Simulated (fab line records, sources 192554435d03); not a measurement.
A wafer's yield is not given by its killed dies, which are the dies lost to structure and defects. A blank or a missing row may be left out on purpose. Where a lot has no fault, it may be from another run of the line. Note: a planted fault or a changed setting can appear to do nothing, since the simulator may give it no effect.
Chamber matching ; flow n5 finfet ; 3 sister chambers for N5_FIN_SAQP_MANDREL2_REMOVE_60 on rie si-02
The step chemistry HBr/Cl2/O2, target a-Si, stops on SiNx, bt time 10 s. 16 wafers are shown with their chamber, then 7 later ones without.

## EACH WAFER AND ITS CHAMBER
wafer;chamber;drypump motor current A (A);oes product au (a.u.)
L076.3;3;5.4;1.002
L076.4;2;6.1;1.031
L076.5;3;5.4;1.012
L078.1;3;5.4;1.000
L078.4;0;5.8;1.003
L078.5;0;5.7;1.000
L081.2;3;5.4;1.013
L081.3;0;5.8;1.003
L081.4;2;6.1;1.034
L084.3;2;6.1;1.017
L084.5;0;5.7;1.007
L084.6;3;5.4;1.004
L085.3;0;5.7;1.000
L085.4;3;5.4;1.004
L085.6;0;5.7;0.992
L086.2;2;6.1;1.020

SIGNATURES (means of the wafers above)
reading;chamber 0;chamber 2;chamber 3;scatter within a chamber
drypump motor current A;5.733;6.100;5.400;0.032
oes product au;1.00083;1.02550;1.00583;0.00606
Rule: for a wafer and a chamber, the distance is found by dividing, reading by reading, the gap between the wafer's reading and the chamber's mean by the reading's scatter, squaring, summing and taking the root. The wafer belongs to the nearest chamber; if the next one is less than 2 further off, it can't be placed. The scatter: take each reading less its chamber's mean, square it, sum over the shown wafers, divide by the number of wafers less the number of chambers, and take the root.

## WAFERS WHOSE CHAMBER IS MISSING
wafer;drypump motor current A (A);oes product au (a.u.)
L086.3;5.4;1.006
L086.5;6.1;1.027
L088.1;6.1;1.028
L088.6;6.1;1.023
L095.2;5.7;1.002
L095.3;6.2;1.015
L095.6;6.1;1.014

## WHICH CHAMBER EACH WENT THROUGH
wafer;from the rows above;in truth
L086.3;3;3
L086.5;2;2
L088.1;2;2
L088.6;2;2
L095.2;0;0
L095.3;2;2
L095.6;2;2
Correctly placed: 7 of 7. Number that these rows cannot place: 0. Placed wrongly: 0.
